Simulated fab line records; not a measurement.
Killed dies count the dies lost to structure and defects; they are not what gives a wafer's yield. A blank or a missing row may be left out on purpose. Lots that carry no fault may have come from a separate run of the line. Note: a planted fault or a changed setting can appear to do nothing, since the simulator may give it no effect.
Chamber matching -- flow n5_finfet -- 4 sister chambers for N5_BEOL_M13_VIA_ETCH_16 on rie_diel-01
The step etches SiOC in C4F8/O2/Ar, target depth 921.7 nm. 4 wafers are shown with their chamber, then 8 later ones without.

== WAFERS, EACH WITH ITS CHAMBER ==
wafer,chamber,showerhead_plenum_p_Torr (Torr)
L091.1,1,3.47
L091.4,2,3.51
L091.5,0,3.25
L094.1,3,3.45

== WAFERS WHOSE CHAMBER IS MISSING ==
wafer,showerhead_plenum_p_Torr (Torr)
L094.2,3.47
L094.6,3.24
L097.1,3.45
L097.2,3.47
L097.3,3.50
L095.3,3.50
L095.5,3.45
L095.6,3.50

== CHAMBER TAKEN BY EACH ==
wafer,from the rows above,in truth
L094.2,1,1
L094.6,0,0
L097.1,3,3
L097.2,1,1
L097.3,2,2
L095.3,2,2
L095.5,3,3
L095.6,2,2
8 of 8 placed correctly. Number that these rows cannot place: 0. Placed wrongly: 0.
How it was worked out, from the rows above alone: a wafer's distance from a chamber is the root of the sum, over the readings, of the square of ((its reading less the chamber's mean) divided by the reading's scatter). If the next closest chamber is less than 2 further off than the closest, the wafer can't be placed; otherwise it belongs to the closest. Each chamber's mean is taken over the wafers shown for it. The scatter: with one shown wafer a chamber, the root of the mean of the squares of how far each hidden wafer lies from its nearest shown one.
